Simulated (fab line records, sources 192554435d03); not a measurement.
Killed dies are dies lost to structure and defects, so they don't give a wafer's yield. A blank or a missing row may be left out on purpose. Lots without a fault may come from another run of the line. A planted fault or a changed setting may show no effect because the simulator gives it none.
Split-lot experiment | flow n5_finfet | 7 lots, 39 wafers read, on a route of 1938 steps

THE SPLIT
At N5_BEOL_M11_ALD_74 (deposits TaN, target thk 2 nm, pulse time 2 s, purge time 3 s), the setting ald_cycles was moved away from the recipe's 40 on 18 of the 39 wafers read, by -52.5% to +55.0%. The other wafers ran this setting at the recipe's value.

The reading is taken at the split's own step.

THE READING
TaN_of_BEOL_M11_ALD_74.thk_nm (the simulator's own value, which no gauge read), in nm, at N5_BEOL_M11_ALD_74 (deposits TaN, target thk 2 nm, pulse time 2 s, purge time 3 s). The file gives no usual value for it.

wafer  | tool, chamber at the split | ald_cycles as run | against the recipe | TaN_of_BEOL_M11_ALD_74.thk_nm, nm | against lot-mates on the recipe
L075.1 | ald_metal-04, 1,2,3        | 40                | recipe             | 2                                 | -
L075.2 | ald_metal-04, 1,2,3        | 40                | recipe             | 2                                 | -
L075.4 | ald_metal-04, 1,2,3        | 40                | recipe             | 2                                 | -
L075.3 | ald_metal-04, 0,3,2        | 21                | -47.5%             | 1                                 | -1.0
L075.5 | ald_metal-04, 0,3,2        | 21                | -47.5%             | 1                                 | -1.0
L075.6 | ald_metal-04, 0,3,2        | 21                | -47.5%             | 1                                 | -1.0
L078.1 | ald_metal-03, 0,2,0        | 27                | -32.5%             | 1.4                               | -0.6
L078.3 | ald_metal-03, 0,2,0        | 27                | -32.5%             | 1.4                               | -0.6
L078.5 | ald_metal-03, 0,2,0        | 27                | -32.5%             | 1.4                               | -0.6
L078.2 | ald_metal-03, 1,3,1        | 40                | recipe             | 2                                 | -
L078.4 | ald_metal-03, 1,3,1        | 40                | recipe             | 2                                 | -
L078.6 | ald_metal-03, 1,3,1        | 40                | recipe             | 2                                 | -
L080.3 | ald_metal-04, 2,0,1        | 40                | recipe             | 2                                 | -
L080.4 | ald_metal-04, 2,0,1        | 40                | recipe             | 2                                 | -
L080.5 | ald_metal-04, 2,0,1        | 40                | recipe             | 2                                 | -
L079.1 | ald_metal-03, 2,0          | 58                | +45.0%             | 2.8                               | +0.8
L079.2 | ald_metal-03, 2,0          | 58                | +45.0%             | 2.8                               | +0.8
L079.3 | ald_metal-03, 1,0,1        | 40                | recipe             | 2                                 | -
L079.5 | ald_metal-03, 1,0,1        | 40                | recipe             | 2                                 | -
L079.6 | ald_metal-03, 1,0,1        | 40                | recipe             | 2                                 | -
L079.4 | ald_metal-03, 3            | 58                | +45.0%             | 3                                 | +1.0
L083.1 | ald_metal-03, 1,0,3        | 40                | recipe             | 2                                 | -
L083.4 | ald_metal-03, 1,0,3        | 40                | recipe             | 2                                 | -
L083.6 | ald_metal-03, 1,0,3        | 40                | recipe             | 2                                 | -
L083.2 | ald_metal-03, 3,2,2        | 59                | +47.5%             | 3                                 | +1.0
L083.3 | ald_metal-03, 3,2,2        | 59                | +47.5%             | 3                                 | +1.0
L083.5 | ald_metal-03, 3,2,2        | 59                | +47.5%             | 3                                 | +1.0
L089.1 | ald_metal-03, 3,0,1        | 40                | recipe             | 2                                 | -
L089.3 | ald_metal-03, 3,0,1        | 40                | recipe             | 2                                 | -
L089.5 | ald_metal-03, 3,0,1        | 40                | recipe             | 2                                 | -
L089.2 | ald_metal-03, 2,1,2        | 19                | -52.5%             | 1                                 | -1.0
L089.4 | ald_metal-03, 2,1,2        | 19                | -52.5%             | 1                                 | -1.0
L089.6 | ald_metal-03, 2,1,2        | 19                | -52.5%             | 1                                 | -1.0
L094.1 | ald_metal-01, 0,1,0        | 40                | recipe             | 2                                 | -
L094.2 | ald_metal-01, 0,1,0        | 40                | recipe             | 2                                 | -
L094.6 | ald_metal-01, 0,1,0        | 40                | recipe             | 2                                 | -
L094.3 | ald_metal-01, 3,2,1        | 62                | +55.0%             | 3.2                               | +1.2
L094.4 | ald_metal-01, 3,2,1        | 62                | +55.0%             | 3.2                               | +1.2
L094.5 | ald_metal-01, 3,2,1        | 62                | +55.0%             | 3.2                               | +1.2
Where a row lists several chambers, the file gives one row for several wafers and doesn't say which wafer went through which chamber.

THE FIT
A straight line over all 39 wafers: TaN_of_BEOL_M11_ALD_74.thk_nm changes by +0.0203 nm for each +1% of ald_cycles; r = +1.00; the points scatter about the line by 0.046 nm.
The same after taking each lot's own level away (the mean of its wafers on the recipe; 39 wafers): +0.0203 nm for each +1%; r = +1.00; scatter 0.046 nm.
On that fit, the largest move of ald_cycles shifts the reading by 1.1 nm.
The lots' own levels span 2.00 to 2.00 nm.
So the lot-to-lot level changes the slope little: the two slopes agree.
Check: with one of the wafers moved furthest among these (+55.0%) left out of the fit, the line predicts +1.12 nm for it against its lot-mates. It came out at +1.2 nm against them.

OTHER SPLITS ON THESE WAFERS
These wafers also went through other splits before the reading. Each is held against what the fit with the lots' levels taken away leaves over:
other split on the same wafers         | wafers away from the commonest value | r with TaN_of_BEOL_M11_ALD_74.thk_nm (lot level and that fit taken away)
N5_FIN_SAQP_DESCUM_21 time_s           | 15                                   | +0.02
N5_DUMMY_GATE_DESCUM_20 time_s         | 12                                   | -0.15
N5_GATE_CUT_ALD_22 ald_cycles          | 12                                   | +0.08
N5_MOL_CONTACT_COAG_ALD_133 ald_cycles | 9                                    | -0.03
N5_BEOL_M4_ETCH_64 target_depth_a      | 12                                   | +0.25
N5_BEOL_M6_SPUTTER_48 time_s           | 9                                    | +0.00

THE FILE'S OWN FIT
TaN_of_BEOL_M11_ALD_74.thk_nm changes by +0.0203 nm for each +1% of ald_cycles, r = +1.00.
